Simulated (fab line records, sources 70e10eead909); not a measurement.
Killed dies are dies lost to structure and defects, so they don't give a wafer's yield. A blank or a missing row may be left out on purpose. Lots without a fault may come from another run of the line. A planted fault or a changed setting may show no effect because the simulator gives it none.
Chamber matching | flow nand_harc | NHARC_A_CHANNEL_FILL_D2_CMP_10 on cmp-04: 4 sister chambers
The step polishes, target thk 150 nm. 4 wafers are shown with their chamber, then 12 later ones without.

WAFERS WITH THEIR CHAMBER
wafer  | chamber | motor_current_A (A)
L088.3 | 3       | 11.6
L088.4 | 0       | 11.6
L088.5 | 2       | 11.9
L088.6 | 1       | 12.5

WAFERS WITHOUT THEIR CHAMBER
wafer  | motor_current_A (A)
L091.2 | 11.4
L091.3 | 10.9
L091.4 | 12.1
L092.1 | 12.2
L092.3 | 11.8
L092.6 | 11.7
L097.1 | 11.2
L097.2 | 13.1
L097.6 | 12.5
L097.3 | 11.3
L097.4 | 11.2
L097.5 | 11.3

WHICH CHAMBER EACH WENT THROUGH
wafer  | from the rows above               | in truth
L091.2 | can't be placed: 0 or 3 or 2      | 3
L091.3 | can't be placed: 0 or 3 or 2      | 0
L091.4 | can't be placed: 2 or 1 or 0 or 3 | 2
L092.1 | can't be placed: 2 or 1 or 0 or 3 | 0
L092.3 | can't be placed: 2 or 0 or 3 or 1 | 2
L092.6 | can't be placed: 0 or 3 or 2 or 1 | 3
L097.1 | can't be placed: 0 or 3 or 2      | 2
L097.2 | can't be placed: 1 or 2           | 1
L097.6 | can't be placed: 1 or 2           | 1
L097.3 | can't be placed: 0 or 3 or 2      | 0
L097.4 | can't be placed: 0 or 3 or 2      | 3
L097.5 | can't be placed: 0 or 3 or 2      | 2
Placed correctly: 0 of 12. Can't be placed from these rows: 12 (the true chamber is among the candidates in 12). Placed wrongly: 0.
How it was worked out, from the rows above alone: a wafer's distance from a chamber is the root of the sum, over the readings, of the square of ((its reading less the chamber's mean) divided by the reading's scatter). The wafer belongs to the nearest chamber; if the next one is less than 2 further off, it can't be placed. A chamber's mean is the mean of its shown wafers. The scatter: with one shown wafer a chamber, the root of the mean of the squares of how far each hidden wafer lies from its nearest shown one.
